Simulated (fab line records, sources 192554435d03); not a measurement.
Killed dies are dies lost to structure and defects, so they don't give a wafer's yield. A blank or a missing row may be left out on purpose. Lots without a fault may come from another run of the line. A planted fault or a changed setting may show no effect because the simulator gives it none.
Problem report in the 8D (eight disciplines) form, filled by code | flow n5_finfet | the parts of the form that need people (team, actions taken, sign-off) are left out

1. THE PROBLEM
rf_fwd_power_W at N5_DUMMY_GATE_ETCH_29 reads a mean of 1034 W on 6 wafers of 2 lots; wafers without a fault read 830 W with a standard deviation of 4. That is +51 standard deviations from the usual mean.
The step: etches underlayer in N2/H2, target depth 13 nm.
First seen on wafer L407.1, day 6 23:00, on rie_diel-05. The record holds 18 wafers of 6 lots with a number at this step. Rule for "out", or "out of limits": more than 4 standard deviations from the usual mean. The other wafers with a number count as sound.

2. WHAT IT IS AND WHAT IT IS NOT
question                    | is                       | is not
which readings at this step | rf_fwd_power_W, rf_vpp_V | drypump_motor_current_A, showerhead_plenum_p_Torr, throttle_valve_pct
which lots                  | L407, L408               | L391, L396, L409, L413
which wafers of those lots  | all that have a number   | -
read on which tools         | rie_diel-05              | rie_diel-03, rie_diel-06
when                        | from day 6 23:00         | up to then (6 sound wafers); but 6 sound wafers of L409, L413 came after

3. SUSPECTS, AND WHAT RULES EACH OUT
Counting: a tool at a process step up to the reading stays a suspect if it ran every lot that is out and no sound lot after the first of them.
- rie_diel-05 at N5_DUMMY_GATE_DESCUM_20 (chemistry O2, time 6.2 s): kept. It ran every lot that is out, first L407 (day 6 22:56), and no sound lot after that; its last sound lot up to then is L396 (day 4 10:36).
- rie_diel-05 at N5_DUMMY_GATE_ETCH_29 (etches underlayer in N2/H2, target depth 13 nm): kept. It ran every lot that is out, first L407 (day 6 23:00), and no sound lot after that; its last sound lot up to then is L396 (day 4 10:40). Its own readings are out on those wafers: rf_fwd_power_W, rf_vpp_V.
Left after counting: rie_diel-05 at N5_DUMMY_GATE_DESCUM_20, rie_diel-05 at N5_DUMMY_GATE_ETCH_29.

4. THE CAUSE (what the simulator had put in)
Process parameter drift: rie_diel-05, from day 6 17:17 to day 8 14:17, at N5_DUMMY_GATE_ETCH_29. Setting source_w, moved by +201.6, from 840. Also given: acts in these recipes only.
Counting left 2 suspects, and this tool is among them.

5. THE CHAIN OF EFFECTS, in route order
Each row: a reading whose mean over the struck wafers that have a number lies more than 3 standard deviations from the usual. Only readings for which the record gives a usual standard deviation are gone through. hours: the time from each lot's start at the first step in this table that gives one to its start at this step, as a median over the lots. sigmas: the change in usual standard deviations.
hours | step                  | reading        | usual   | on struck wafers | change | sigmas
0     | N5_DUMMY_GATE_ETCH_29 | rf_fwd_power_W | 830 W   | 1034             | +204   | +51
0     | N5_DUMMY_GATE_ETCH_29 | rf_vpp_V       | 525.1 V | 487.3            | -37.8  | -21
The process steps in it:
- N5_DUMMY_GATE_ETCH_29: etches underlayer in N2/H2, target depth 13 nm.
Later measuring or inspecting steps at which every struck wafer that the step has a row for has a number for every such reading, and none has moved that far: N5_BEOL_M4_RC_MEAS_101.

6. WHAT WOULD HAVE CAUGHT IT SOONER
In this record the first reading out of limits was taken at day 6 23:00, 6 hours after the fault began at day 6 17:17.
